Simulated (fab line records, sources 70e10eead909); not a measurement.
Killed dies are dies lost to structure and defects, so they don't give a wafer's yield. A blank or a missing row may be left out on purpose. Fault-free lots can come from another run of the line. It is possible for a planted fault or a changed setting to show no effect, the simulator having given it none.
A struck lot beside a sound one + flow nand_harc + 14 steps out of a route of 1159
Sound: wafers L620.1, L620.2, L620.4. Wafers struck: L609.1, L609.4, L609.5. The cause comes at the end.
Each step with rows lists, per side, the tool, then ch with its chambers, then its first start. Under that, the readings that differ: sound wafers + struck wafers + difference of the means + sigmas: that difference in standard deviations of wafers without a fault.
alike: words and numbers the same on both sides, and readings whose means are apart by under 2 such deviations; not compared: readings that were withheld, readings missing a value for some wafer, numbers with overlapping values and no deviation given by the record, and bounds like >300 which may hide the same value.
The two part at a step that has a row with sigmas, a row that says differs or no value, or rows on one side only. Numbers that have no deviation but don't overlap get no sigmas and don't part them. Lack of a reading on every wafer of one side parts them only where that side has two or more wafers.

first, 4 steps without rows for these wafers: NHARC_A_CONTACT_EBR_38; NHARC_A_CONTACT_EXPOSE_39 (exposes mask A CC 3); NHARC_A_CONTACT_PEB_40 (peb time 65 s); NHARC_A_CONTACT_DEVELOP_41 (develop time 35 s).
NHARC_A_CONTACT_CD_MEAS_42: target cd 200 nm.
  sound on cd_sem-01 ch 0, day 21 01:47; struck on cd_sem-02 ch 0, day 18 06:46
  alike: cd_nm
NHARC_A_CONTACT_OVL_MEAS_43:
  sound on overlay-02, day 21 01:52; struck on overlay-01, day 18 06:52
  alike: overlay_x_nm, overlay_y_nm
NHARC_A_CONTACT_INSPECT_44:
  sound on defect_inspect-02, day 21 01:55; struck on defect_inspect-02, day 18 06:54
| reading          | sound    | struck   | difference | sigmas |
|------------------|----------|----------|------------|--------|
| raw_defect_count | 41 58 44 | 16 21 18 | -29        | -2     |
NHARC_A_CONTACT_DESCUM_47: chemistry O2, time 3 s.
  sound on rie_diel-01 ch 0,1,2, day 21 01:59; struck on rie_diel-01 ch 0,1,2, day 18 06:58
  alike: drypump_motor_current_A, oes_product_au, rf_vpp_V, showerhead_plenum_p_Torr, throttle_valve_pct
  not compared: rf_hours_counter_h
NHARC_A_CONTACT_ETCH_48: etches the open film in CF4, target depth 39 nm, time 65 s.
  sound on rie_diel-01 ch 0,2,3, day 21 02:04; struck on rie_diel-01 ch 1,2,3, day 18 07:04
  alike: bias_w, cf4_flow_sccm, drypump_motor_current_A, oes_product_au, rf_vpp_V, showerhead_plenum_p_Torr, throttle_valve_pct
  not compared: rf_hours_counter_h
NHARC_A_CONTACT_ETCH_49: etches the open film in N2/H2, target depth 260 nm, time 475.3 s.
  sound on rie_diel-01 ch 0,1,3; struck on rie_diel-01 ch 0,1,3
  alike: bias_w, chamber_pressure_mTorr, drypump_motor_current_A, oes_product_au, rf_vpp_V, showerhead_plenum_p_Torr, throttle_valve_pct
  not compared: rf_hours_counter_h
then, 1 step without rows for these wafers: NHARC_A_CONTACT_ETCH_50 (etches the open film in CF4/CHF3, target depth 84.7 nm, time 42.4 s).
NHARC_A_CONTACT_ETCH_51: etches the open film in O2/COS, target depth 3600 nm, time 936 s.
  sound on rie_diel-01 ch 1,2,3; struck on rie_diel-01 ch 2,3
  alike: bias_w, chamber_pressure_mTorr, drypump_motor_current_A, oes_product_au, rf_vpp_V, showerhead_plenum_p_Torr, throttle_valve_pct
  not compared: rf_hours_counter_h
NHARC_A_CONTACT_ETCH_111: etches the open film in C4F8/O2/Ar, time 140 s, target depth 700 nm.
  sound on har_cap_etch-03 ch 0,1, day 21 03:18; struck on har_cap_etch-02 ch 0, day 18 08:13
  no value came back on the struck wafers for chamber_pressure_mTorr (mTorr), oes_air_line_au (a.u.); on the sound wafers chamber_pressure_mTorr (mTorr) reads 20.002 19.982 20.026
  not compared: rf_hours_counter_h
NHARC_A_CONTACT_ETCH_112: etches the open film in C4F8/O2/Ar, time 94 s, target depth 922 nm.
  sound on har_cap_etch-03 ch 0,1, day 21 03:29; struck on har_cap_etch-02 ch 0, day 18 08:25
| reading                | sound             | struck            | difference | sigmas |
|------------------------|-------------------|-------------------|------------|--------|
| oes_air_line_au (a.u.) | 1.003 0.996 1.028 | 0.962 0.954 0.972 | -0.046     | -2     |
  alike: chamber_pressure_mTorr
  not compared: rf_hours_counter_h

== WHERE THEY PART ==
First at NHARC_A_CONTACT_INSPECT_44; last, within this record, at NHARC_A_CONTACT_ETCH_112.

WHY: what the simulator had put in
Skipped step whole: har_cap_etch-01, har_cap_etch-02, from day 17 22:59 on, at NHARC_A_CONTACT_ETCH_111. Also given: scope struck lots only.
